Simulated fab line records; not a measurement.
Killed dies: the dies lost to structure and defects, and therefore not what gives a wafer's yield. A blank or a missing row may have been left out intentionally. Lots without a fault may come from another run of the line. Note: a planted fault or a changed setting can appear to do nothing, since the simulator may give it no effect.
Chamber matching	flow nand_harc	rie_diel-06 running NHARC_P_M0_STRIP_18: 4 sister chambers
The step strips in N2/H2. 4 wafers are shown with their chamber, then 9 later ones without.

== EACH WAFER AND ITS CHAMBER ==
wafer	chamber	drypump_motor_current_A (A)
L090.3	2	5.4
L088.2	3	5.4
L088.3	0	5.2
L088.6	1	5.9

== WAFERS WITHOUT THEIR CHAMBER ==
wafer	drypump_motor_current_A (A)
L091.3	5.2
L091.4	5.4
L091.6	5.8
L095.1	5.3
L095.4	5.4
L095.6	5.4
L096.1	5.2
L096.4	5.3
L096.6	5.4

== WHICH CHAMBER EACH WENT THROUGH ==
wafer	from the rows above	in truth
L091.3	0	0
L091.4	can't be placed: 2 or 3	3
L091.6	1	1
L095.1	can't be placed: 0 or 2 or 3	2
L095.4	can't be placed: 2 or 3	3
L095.6	can't be placed: 2 or 3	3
L096.1	0	0
L096.4	can't be placed: 0 or 2 or 3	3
L096.6	can't be placed: 2 or 3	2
Correctly placed: 3 of 9. Not placeable from these rows: 6 (in 6, the candidates include the true chamber). Placed wrongly: 0.
How it was worked out, from the rows above alone: a wafer's distance from a chamber is the root of the sum, over the readings, of the square of ((its reading less the chamber's mean) divided by the reading's scatter). The wafer belongs to the nearest chamber; if the next one is less than 2 further off, it can't be placed. Each chamber's mean is taken over the wafers shown for it. The scatter (one wafer shown for each chamber): square how far every hidden wafer sits from the nearest shown wafer, average those squares and take the square root.
